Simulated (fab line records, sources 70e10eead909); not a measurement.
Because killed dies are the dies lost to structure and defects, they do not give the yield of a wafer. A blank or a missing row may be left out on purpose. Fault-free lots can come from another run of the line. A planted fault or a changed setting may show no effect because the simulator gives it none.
fab line records	flow nand_harc	part 2 of 2: steps 27 to 35 of 35
[record] lots = 5	wafers = 15	last_day = 24
route steps=1159 shown A_STAIRCASE@659
lots that met no fault: from a run of the same line without faults
start_h: hours from the record's opening day to when the first of the lot's shown wafers began	wait_h: hours elapsed since this lot's preceding step	" unchanged from the row above	L1.1+2: a single row standing in for several wafers	- value missing, or start not given	* or withheld: withheld	< > ~ a bound
route shown NAME@n: names a module that has steps shown in the file, with the first one's number in the route	usual: mean and standard deviation over wafers with no fault	same: alike in all rows	chamber/n: place in a boat	sites: per-site readings	_std_site: the standard deviation of these	_edge_site: mean of outer sites minus mean of inner sites	radius_mm: for every site, how far away it sits from the centre of the wafer	mask NAME#n: copy n	behind: the tool/chamber that last shaped the wafer	hold: reason for holding the lot/hours on hold/outcome of the hold	device: transistor that didn't switch, given as n, p or np	end of line: tests run on the same wafers once the route is complete	a step with no rows: only its recipe	killed: at the first sort, the dies lost to defects and structure; wafer yield is something else	map: a wafer's dies, marking killed ones x, the rest . and places with no die _
set.NAME: setting as actually run; set.NAME@STEP: the setting as run at that earlier step	model.NAME: the simulator's own value behind a step, which no gauge read
lots at selected steps of the route; one table per step, one row per wafer
services: when a tool's chamber went out of use (start_h, in hours from the record's first day, below 0 if earlier), for how many hours, and the reason
[[steps]]
[step NHARC_A_STAIRCASE_ETCH_313]
[recipe] cf4_flow_sccm = 100	chf3_flow_sccm = 30	ar_flow_sccm = 0	rf_w = 500	bias_w = 200	chemistry = CF4/CHF3
[usual] drypump_motor_current_A = 6.0/0.43	oes_product_au = 0.929/0.019	rf_vpp_V = 370.1/1.9	showerhead_plenum_p_Torr = 1.56/0.053	throttle_valve_pct = 16.802/0.0085
lot.wafer	tool	chamber	start_h	wait_h	drypump_motor_current_A	oes_product_au	rf_hours_counter_h	rf_vpp_V	showerhead_plenum_p_Torr	throttle_valve_pct
L080.4	rie_diel-13	1	298.00	0.1	5.7	0.954	3	374.9	1.68	16.793
L080.3	"	2	"	"	6.3	0.968	3	369.1	1.51	16.803
L080.5	"	2	"	"	6.4	0.970	-	368.1	1.51	16.802
L084.3	rie_diel-08	0	329.49	0.4	5.6	0.921	8	369.1	1.55	16.800
L084.5	"	0	"	"	5.7	0.922	-	371.5	1.55	16.808
L084.6	"	1	"	"	6.5	0.924	-	369.1	1.49	16.801
L085.2	rie_diel-08	2	342.99	0.1	6.3	0.927	14	371.3	1.55	16.805
L085.4	"	0	"	"	5.7	0.918	14	369.8	1.55	16.802
L085.6	"	2	"	"	6.3	0.909	-	370.0	1.55	16.800
L089.3	rie_diel-13	1	347.72	0.1	5.7	0.927	24	374.5	1.68	16.810
L089.4	"	2	"	"	6.3	0.922	23	367.3	1.50	16.804
L089.2	"	3	"	"	5.4	0.922	24	368.7	1.56	16.800
L096.4	rie_diel-08	3	381.85	0.1	6.4	0.935	26	369.6	1.54	16.806
L096.2	"	1	"	"	6.5	0.918	25	368.1	1.49	16.803
L096.6	"	3	"	"	6.3	0.924	-	368.4	1.54	16.792
[step NHARC_A_STAIRCASE_HM_OPEN_463]
[recipe] o2_flow_sccm = 400	cos_flow_sccm = 20	ar_flow_sccm = 0	rf_w = 500	bias_w = 300	chemistry = O2/COS
[usual] drypump_motor_current_A = 6.0/0.43	oes_product_au = 0.996/0.01	rf_vpp_V = 466.5/2.3	showerhead_plenum_p_Torr = 3.08/0.11	throttle_valve_pct = 28.329/0.0093
lot.wafer	tool	chamber	start_h	wait_h	drypump_motor_current_A	oes_product_au	rf_hours_counter_h	rf_vpp_V	showerhead_plenum_p_Torr	throttle_valve_pct
L080.3	rie_diel-13	2	-	-	6.3	0.996	3	463.9	2.99	28.315
L080.4	"	3	"	"	5.4	1.004	2	464.9	3.10	28.323
L080.5	"	0	"	"	5.9	0.996	-	468.4	3.19	28.328
L084.3	rie_diel-08	2	-	-	6.3	0.998	8	466.2	3.08	28.342
L084.6	"	1	"	"	6.4	0.998	-	464.0	2.96	28.329
L084.5	"	2	"	"	6.3	1.003	-	466.5	3.08	28.337
L085.2	rie_diel-08	2	-	-	6.3	0.990	14	466.3	3.07	28.326
L085.4	"	0	"	"	5.7	0.998	14	465.5	3.08	28.331
L085.6	"	1	"	"	6.5	0.993	-	463.0	2.96	28.324
L089.3	rie_diel-13	1	-	-	5.7	0.997	24	471.2	3.33	28.332
L089.2	"	2	"	"	6.4	1.000	23	463.6	2.98	28.320
L089.4	"	3	"	"	5.4	1.001	24	466.9	3.09	28.338
L096.4	rie_diel-08	0	-	-	5.7	0.986	24	465.2	3.07	28.331
L096.2	"	2	"	"	6.3	0.992	26	466.5	3.07	28.330
L096.6	"	0	"	"	5.7	0.982	-	466.3	3.07	28.326
[step NHARC_A_STAIRCASE_STRIP_464]
[recipe] o2_flow_sccm = 400	cos_flow_sccm = 20	ar_flow_sccm = 0	bias_w = 0	chemistry = O2/COS
lot.wafer	tool	chamber	start_h	wait_h
L080.4+3+5	rie_diel-13	0,1,0	-	-
L084.3+6+5	rie_diel-08	2,3,0	-	-
L085.2+4+6	rie_diel-08	2,1,3	-	-
L089.4+3+2	rie_diel-13	0,1,2	-	-
L096.2+4+6	rie_diel-08	2,3,1	-	-
[step NHARC_A_STAIRCASE_ETCH_453]
[recipe] target_depth_a = 300	overetch_a = 30	time_s = 16.5	ion_energy_ev = 100	cf4_flow_sccm = 80	o2_flow_sccm = 20	ar_flow_sccm = 0	rf_w = 300	bias_w = 100	chemistry = CF4/O2
[usual] drypump_motor_current_A = 6.0/0.44	oes_product_au = 0.996/0.0091	rf_vpp_V = 197.6/1.3	showerhead_plenum_p_Torr = 1.32/0.046	throttle_valve_pct = 13.397/0.01
lot.wafer	tool	chamber	start_h	wait_h	drypump_motor_current_A	oes_product_au	rf_hours_counter_h	rf_vpp_V	showerhead_plenum_p_Torr	throttle_valve_pct
L080.3	rie_diel-13	0	-	-	5.9	0.994	3	198.5	1.37	13.392
L080.4	"	3	"	"	5.4	1.002	2	199.2	1.33	13.392
L080.5	"	1	"	"	5.7	0.988	-	200.0	1.43	13.393
L084.3	rie_diel-08	2	-	-	6.3	0.980	9	198.6	1.31	13.402
L084.6	"	2	"	"	6.3	0.998	-	197.2	1.31	13.401
L084.5	"	3	"	"	6.3	1.000	-	197.0	1.31	13.391
L085.2	rie_diel-08	2	-	-	6.3	0.987	14	197.4	1.31	13.389
L085.4	"	0	"	"	5.6	0.989	14	198.0	1.32	13.371
L085.6	"	2	"	"	6.3	0.983	-	197.7	1.31	13.408
L089.2	rie_diel-13	3	-	-	5.4	1.005	24	197.1	1.32	13.401
L089.3	"	0	"	"	5.9	1.010	26	198.8	1.36	13.391
L089.4	"	1	"	"	5.7	1.007	25	199.7	1.43	13.377
L096.2	rie_diel-08	1	-	-	6.4	1.002	25	195.5	1.26	13.415
L096.4	"	0	"	"	5.7	0.994	24	199.4	1.31	13.388
L096.6	"	2	"	"	6.3	1.003	-	197.4	1.31	13.393
[step NHARC_A_STAIRCASE_ETCH_315]
[recipe] target_depth_a = 25000	time_s = 607.1	ion_energy_ev = 800	c4f8_flow_sccm = 80	o2_flow_sccm = 60	ar_flow_sccm = withheld	rf_w = 600	bias_w = 3000	chemistry = C4F8/O2/Ar
[usual] oes_product_au = 0.929/0.01	rf_vpp_V = 1824/9.2
lot.wafer	tool	chamber	start_h	wait_h	oes_product_au	rf_hours_counter_h	rf_vpp_V
L080.3	rie_diel-13	3	-	-	0.948	3	1824
L080.4	"	0	"	"	0.934	3	1833
L080.5	"	0	"	"	0.942	-	1834
L084.3	rie_diel-08	0	-	-	0.926	9	1822
L084.6	"	2	"	"	0.917	-	1823
L084.5	"	3	"	"	0.918	-	1822
L085.2	rie_diel-08	0	-	-	0.910	14	1823
L085.4	"	3	"	"	0.917	14	1822
L085.6	"	1	"	"	0.930	-	1813
L089.4	rie_diel-13	2	-	-	0.924	24	1815
L089.3	"	3	"	"	0.931	25	1825
L089.2	"	0	"	"	0.921	26	1832
L096.2	rie_diel-08	3	-	-	0.936	26	1822
L096.4	"	0	"	"	0.933	24	1825
L096.6	"	2	"	"	0.925	-	1822
[step NHARC_A_STAIRCASE_STRIP_316]
[recipe] o2_flow_sccm = 500	ar_flow_sccm = 0	bias_w = 0	chemistry = O2
[usual] drypump_motor_current_A = 6.0/0.43	oes_product_au = 0.996/0.0095	rf_vpp_V = 57.7/0.8	showerhead_plenum_p_Torr = 3.50/0.12	throttle_valve_pct = 17.036/0.0094
lot.wafer	tool	chamber	start_h	wait_h	drypump_motor_current_A	oes_product_au	rf_hours_counter_h	rf_vpp_V	showerhead_plenum_p_Torr	throttle_valve_pct
L080.4	rie_diel-13	1	-	-	5.7	0.993	3	59.5	3.77	17.041
L080.3	"	3	"	"	5.4	1.006	3	58.1	3.50	17.035
L080.5	"	1	"	"	5.7	1.002	-	58.6	3.77	17.032
L084.3	rie_diel-08	3	-	-	6.4	0.993	10	56.4	3.45	17.043
L084.6	"	3	"	"	6.4	0.988	-	57.5	3.45	17.038
L084.5	"	0	"	"	5.7	0.995	-	57.1	3.48	17.040
L085.4	rie_diel-08	1	-	-	6.4	0.996	14	56.0	3.35	17.050
L085.2	"	3	"	"	6.4	0.997	14	57.6	3.45	17.035
L085.6	"	1	"	"	6.5	0.991	-	58.8	3.35	17.032
L089.4	rie_diel-13	0	-	-	5.9	1.005	26	57.2	3.59	17.053
L089.3	"	1	"	"	5.7	1.000	25	57.8	3.76	17.018
L089.2	"	2	"	"	6.3	1.008	24	57.1	3.37	17.032
L096.2	rie_diel-08	3	-	-	6.4	1.002	27	57.3	3.44	17.029
L096.4	"	1	"	"	6.5	1.004	25	56.9	3.34	17.050
L096.6	"	2	"	"	6.3	1.000	-	57.4	3.47	17.038
[step NHARC_A_STAIRCASE_STRIP_317]
[recipe] time_s = 900	temp_c = 130	chemistry = SPM
lot.wafer	tool	chamber	start_h	wait_h
L080.3+4+5	wet_bench-03	6,7,0	299.27	-
L084.5+6+3	wet_bench-01	6,7,1	332.05	-
L085.2+4+6	wet_bench-01	0,3,4	344.28	-
L089.3+2+4	wet_bench-09	0,3,5	349.18	-
L096.2+4+6	wet_bench-09	2,5,6	383.34	-
[step NHARC_A_STAIRCASE_PRECLEAN_318]
[recipe] time_s = *	temp_c = 50	bath_age_min = 0	chemistry = SC1
[usual] diw_flow_mL_min = 1414/3.8
lot.wafer	tool	chamber	start_h	wait_h	diw_flow_mL_min
L080.3	wet_bench-03	6	-	-	1419
L080.4	"	7	"	"	1417
L080.5	"	0	"	"	1409
L084.5	wet_bench-01	6	-	-	1418
L084.6	"	7	"	"	1411
L084.3	"	1	"	"	1415
L085.2	wet_bench-01	0	-	-	1413
L085.4	"	3	"	"	1419
L085.6	"	4	"	"	1416
L089.3	wet_bench-09	0	-	-	1415
L089.2	"	3	"	"	1416
L089.4	"	5	"	"	1412
L096.2	wet_bench-09	2	-	-	1420
L096.4	"	5	"	"	1415
L096.6	"	6	"	"	1416
[step NHARC_A_STAIRCASE_SRD_329]
lot.wafer	tool	chamber	start_h	wait_h
L080.3+4+5	wet_bench-03	6,7,0	-	-
L084.5+6+3	wet_bench-01	6,7,1	-	-
L085.2+4+6	wet_bench-01	0,3,4	-	-
L089.3+2+4	wet_bench-09	0,3,5	-	-
L096.2+4+6	wet_bench-09	2,5,6	-	-
[[services]]
tool	chamber	start_h	hours	kind
rie_diel-08	-	272.88	0.7	repair
rie_diel-08	0	275.11	3.0	repair
rie_diel-13	-	276.05	9.0	pm
rie_diel-09	3	280.83	3.4	repair
rie_diel-08	0	282.28	-	clean
rie_diel-08	1	282.28	-	clean
rie_diel-08	2	282.28	-	clean
rie_diel-08	3	282.28	-	clean
pecvd-03	-	284.59	2.8	repair
wet_bench-09	-	288.80	8.0	pm
pecvd-03	-	292.35	13.0	pm
rie_diel-13	-	296.68	1.2	repair
rie_diel-08	-	302.89	9.0	pm
rie_diel-08	0	302.89	9.0	vent_cycle
rie_diel-08	1	302.89	9.0	vent_cycle
krf_scanner-04	-	304.84	4.0	pm
rie_diel-09	0	305.02	1.4	repair
wet_bench-03	-	322.40	8.0	pm
pecvd-03	-	336.87	1.7	repair
litho_track-02	-	340.00	7.0	pm
krf_scanner-01	-	349.60	0.4	repair
acl_dep-02	-	351.62	13.0	pm
pecvd-04	-	376.27	13.0	pm
krf_scanner-02	-	382.00	4.0	pm
